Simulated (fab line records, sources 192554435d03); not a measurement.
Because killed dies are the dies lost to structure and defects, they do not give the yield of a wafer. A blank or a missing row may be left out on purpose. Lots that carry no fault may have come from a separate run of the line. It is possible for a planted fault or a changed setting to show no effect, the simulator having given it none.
Which tool is to blame? | flow n5 finfet | 24 lots with 72 wafers sampled at 3 steps, on a route of 1938 steps

== WHAT EACH GAUGE READ, for each wafer ==
N5_BEOL_M10_CD_MEAS_18: pitch 140 nm, target cd 70 nm. Usual: cd nm at 69.6 nm, with a standard deviation of 0.56.
lot  | measured     | on        | cd nm (nm)     | flag
L074 | day 10 17:43 | cd sem-01 | 69.5 70.4 70.5 |
L076 | day 11 07:24 | cd sem-01 | 69.6 69.8 69.6 |
L075 | day 11 07:34 | cd sem-01 | 68.8 69.3 69.8 |
L077 | day 11 07:48 | cd sem-03 | 69.8 70.6 70.1 |
L080 | day 11 11:20 | cd sem-01 | 69.8 69.8 69.4 |
L078 | day 11 11:43 | cd sem-03 | 70.9 69.8 70.2 |
L079 | day 11 12:14 | cd sem-01 | 69.2 68.8 70.5 |
L081 | day 12 11:53 | cd sem-03 | 70.5 68.9 69.1 |
L084 | day 12 18:00 | cd sem-01 | 69.7 69.1 69.3 |
L082 | day 12 18:31 | cd sem-03 | 71.0 70.3 70.6 |
L083 | day 12 18:33 | cd sem-01 | 69.4 69.2 69.7 |
L086 | day 13 22:38 | cd sem-01 | 68.1 68.4 67.9 |
L087 | day 14 02:51 | cd sem-03 | 69.6 69.6 69.3 |
L088 | day 14 04:49 | cd sem-02 | 69.1 69.6 68.9 |
L085 | day 14 05:08 | cd sem-03 | 69.4 69.2 69.0 |
L090 | day 14 08:52 | cd sem-02 | 69.8 69.2 70.0 |
L092 | day 14 17:10 | cd sem-03 | 70.1 69.7 70.0 |
L089 | day 14 17:47 | cd sem-01 | 69.9 68.8 69.8 |
L091 | day 15 02:17 | cd sem-02 | 69.8 69.6 69.8 |
L095 | day 15 17:43 | cd sem-02 | 70.0 69.5 70.7 |
L093 | day 15 17:47 | cd sem-01 | 69.9 69.9 70.0 |
L094 | day 15 17:46 | cd sem-03 | 69.2 69.4 69.2 |
L096 | day 16 06:49 | cd sem-01 | 70.6 69.6 69.9 |
L097 | day 17 04:34 | cd sem-03 | 69.8 68.9 69.5 |

== TOOL THAT RAN EACH LOT (tool first, then ch and the chambers of the sampled wafers, then the start) ==
lot  | N5_BEOL_M10_HM_OPEN_17            | N5_BEOL_M10_STRIP_19
L074 | rie metal-02 ch 1, day 10 17:28   | rie diel-01 ch 1,2, day 10 17:38
L076 | rie metal-03 ch 0,1, day 11 07:13 | rie diel-06 ch 0,1, day 11 07:20
L075 | rie metal-01 ch 0,1, day 11 07:21 | rie diel-06 ch 0,1,3, day 11 07:29
L077 | rie metal-02 ch 1, day 11 07:31   | rie diel-01 ch 0,2, day 11 07:44
L080 | rie metal-01 ch 0,1, day 11 11:04 | rie diel-05 ch 0,3, day 11 11:16
L078 | rie metal-01 ch 0,1, day 11 11:23 | rie diel-01 ch 0,1,2, day 11 11:39
L079 | rie metal-01 ch 0,1, day 11 12:04 | rie diel-06 ch 0,1,3, day 11 12:11
L081 | rie metal-01 ch 0,1, day 12 11:26 | rie diel-01 ch 2,3, day 12 11:49
L084 | rie metal-01 ch 0,1, day 12 17:40 | rie diel-01 ch 0,1,3, day 12 17:56
L082 | rie metal-03 ch 0,1, day 12 17:59 | rie diel-01 ch 0,1, day 12 18:26
L083 | rie metal-02 ch 0,1, day 12 18:20 | rie diel-01 ch 0,3, day 12 18:29
L086 | rie metal-03 ch 1, day 13 22:22   | rie diel-05 ch 0,1,2, day 13 22:33
L087 | rie metal-03 ch 1, day 14 02:35   | rie diel-01 ch 0,1,2, day 14 02:47
L088 | rie metal-02 ch 0,1, day 14 04:31 | rie diel-05 ch 1,2, day 14 04:45
L085 | rie metal-01 ch 0,1, day 14 04:48 | rie diel-05 ch 0,2, day 14 05:04
L090 | rie metal-03 ch 0,1, day 14 08:41 | rie diel-06 ch 0,2,3, day 14 08:47
L092 | rie metal-02 ch 0,1, day 14 16:51 | rie diel-01 ch 0,2,3, day 14 17:05
L089 | rie metal-03 ch 0,1, day 14 17:32 | rie diel-06 ch 0,2,3, day 14 17:43
L091 | rie metal-01 ch 0,1, day 15 02:02 | rie diel-05 ch 0,1, day 15 02:13
L095 | rie metal-01 ch 1, day 15 17:26   | rie diel-01 ch 0,3, day 15 17:38
L093 | rie metal-03 ch 0,1, day 15 17:28 | rie diel-01 ch 1,2,3, day 15 17:43
L094 | rie metal-02 ch 0,1, day 15 17:28 | rie diel-01 ch 1,2,3, day 15 17:41
L096 | rie metal-02 ch 1, day 16 06:37   | rie diel-05 ch 0,3, day 16 06:44
L097 | rie metal-01 ch 0, day 17 04:13   | rie diel-06 ch 0,3, day 17 04:29
- N5_BEOL_M10_HM_OPEN_17: chemistry Cl2/BCl3, target TiN, target depth 20 nm, overetch 6 nm.
- N5_BEOL_M10_STRIP_19: strips in O2.

== WHAT THE TOOLS THEMSELVES READ (means of the sampled wafers that have a number; where no wafer has one, the mark that the record gives instead) ==
N5_BEOL_M10_HM_OPEN_17. Usual: drypump motor current A 6.1 A, standard deviation 0.33; oes product au 0.67 a.u., standard deviation 0.086; throttle valve pct 22.09 %, standard deviation 0.26.
lot  | tool         | drypump motor current A (A) | oes product au (a.u.) | throttle valve pct (%) | flag
L074 | rie metal-02 | 5.9                         | 0.72                  | 22.17                  |
L076 | rie metal-03 | 6.0                         | 0.58                  | 22.28                  |
L075 | rie metal-01 | 6.3                         | 0.61                  | 22.08                  |
L077 | rie metal-02 | 5.9                         | 0.71                  | 22.18                  |
L080 | rie metal-01 | 6.3                         | 0.61                  | 22.07                  |
L078 | rie metal-01 | 6.3                         | 0.61                  | 22.09                  |
L079 | rie metal-01 | 6.3                         | 0.65                  | 21.90                  |
L081 | rie metal-01 | 6.3                         | 0.61                  | 22.08                  |
L084 | rie metal-01 | 6.3                         | 0.61                  | 22.07                  |
L082 | rie metal-03 | 6.0                         | 0.58                  | 22.28                  |
L083 | rie metal-02 | 5.9                         | 0.78                  | 22.14                  |
L086 | rie metal-03 | 6.4                         | 0.60                  | 22.44                  |
L087 | rie metal-03 | 6.4                         | 0.60                  | 22.42                  |
L088 | rie metal-02 | 5.9                         | 0.72                  | 22.16                  |
L085 | rie metal-01 | 6.3                         | 0.60                  | 22.12                  |
L090 | rie metal-03 | 6.0                         | 0.68                  | 22.20                  |
L092 | rie metal-02 | 5.9                         | 0.75                  | 22.14                  |
L089 | rie metal-03 | 5.7                         | 0.75                  | 21.92                  |
L091 | rie metal-01 | 6.3                         | 0.63                  | 21.91                  |
L095 | rie metal-01 | 6.3                         | 0.66                  | 21.76                  |
L093 | rie metal-03 | 6.0                         | 0.67                  | 22.19                  |
L094 | rie metal-02 | 6.0                         | 0.72                  | 22.17                  |
L096 | rie metal-02 | 5.9                         | 0.68                  | 22.20                  |
L097 | rie metal-01 | 6.3                         | 0.81                  | 21.97                  |

N5_BEOL_M10_STRIP_19. Usual: drypump motor current A 5.8 A, standard deviation 0.55; oes product au 0.80 a.u., standard deviation 0.094; rf vpp V 3.7 V, standard deviation 0.65; showerhead plenum p Torr 2.10 Torr, standard deviation 0.072; throttle valve pct 16.60 %, standard deviation 0.28.
lot  | tool        | drypump motor current A (A) | oes product au (a.u.) | rf vpp V (V) | showerhead plenum p Torr (Torr) | throttle valve pct (%) | flag
L074 | rie diel-01 | 6.2                         | 0.73                  | 4.0          | 2.09                            | 16.81                  |
L076 | rie diel-06 | 6.2                         | 0.79                  | 3.5          | 2.06                            | 16.75                  |
L075 | rie diel-06 | 5.7                         | 0.80                  | 3.6          | 2.05                            | 16.65                  |
L077 | rie diel-01 | 6.4                         | 0.85                  | 3.7          | 2.19                            | 16.38                  |
L080 | rie diel-05 | 6.2                         | 0.69                  | 2.9          | 2.03                            | 16.86                  |
L078 | rie diel-01 | 6.1                         | 0.79                  | 4.1          | 2.13                            | 16.65                  |
L079 | rie diel-06 | 5.7                         | 0.79                  | 3.5          | 2.05                            | 16.65                  |
L081 | rie diel-01 | 6.2                         | 0.86                  | 2.9          | 2.12                            | 16.45                  |
L084 | rie diel-01 | 5.8                         | 0.83                  | 3.8          | 2.14                            | 16.49                  |
L082 | rie diel-01 | 5.6                         | 0.76                  | 4.0          | 2.11                            | 16.71                  |
L083 | rie diel-01 | 6.0                         | 0.91                  | 3.5          | 2.16                            | 16.29                  |
L086 | rie diel-05 | 5.6                         | 0.84                  | 3.3          | 2.10                            | 16.68                  |
L087 | rie diel-01 | 6.0                         | 0.76                  | 3.9          | 2.12                            | 16.68                  |
L088 | rie diel-05 | 5.7                         | 0.77                  | 3.8          | 2.08                            | 16.77                  |
L085 | rie diel-05 | 5.5                         | 0.83                  | 3.4          | 2.12                            | 16.63                  |
L090 | rie diel-06 | 5.5                         | 0.73                  | 3.6          | 2.00                            | 16.66                  |
L092 | rie diel-01 | 6.3                         | 0.82                  | 3.5          | 2.14                            | 16.46                  |
L089 | rie diel-06 | 5.5                         | 0.72                  | 3.2          | 2.00                            | 16.70                  |
L091 | rie diel-05 | 5.7                         | 0.82                  | 4.3          | 2.07                            | 16.74                  |
L095 | rie diel-01 | 6.1                         | 0.86                  | 3.6          | 2.18                            | 16.28                  |
L093 | rie diel-01 | 6.0                         | 0.76                  | 4.3          | 2.09                            | 16.72                  |
L094 | rie diel-01 | 6.0                         | 0.75                  | 3.4          | 2.09                            | 16.73                  |
L096 | rie diel-05 | 6.3                         | 0.94                  | 3.6          | 2.20                            | 16.41                  |
L097 | rie diel-06 | 5.3                         | 0.69                  | 3.6          | 1.98                            | 16.82                  |

== THE ANSWER, worked out from the rows above alone ==
Rule: a lot is off if the mean of its wafers that have a number lies more than 3 standard deviations from the usual mean. Also off: a lot with no number at a reading for which 4 or more lots have one. The other lots that the step has rows for count as sound. The gauges are gone through in route order, then the tools' own readings, and for those a lot's mean is taken as printed above. At the first step where some lot is off, the reading lying furthest off is the one used; lots without a number count as furthest.
Nothing can be told from this: no lot is off at any reading shown.

== WHAT HAD BEEN PUT IN BY THE SIMULATOR ==
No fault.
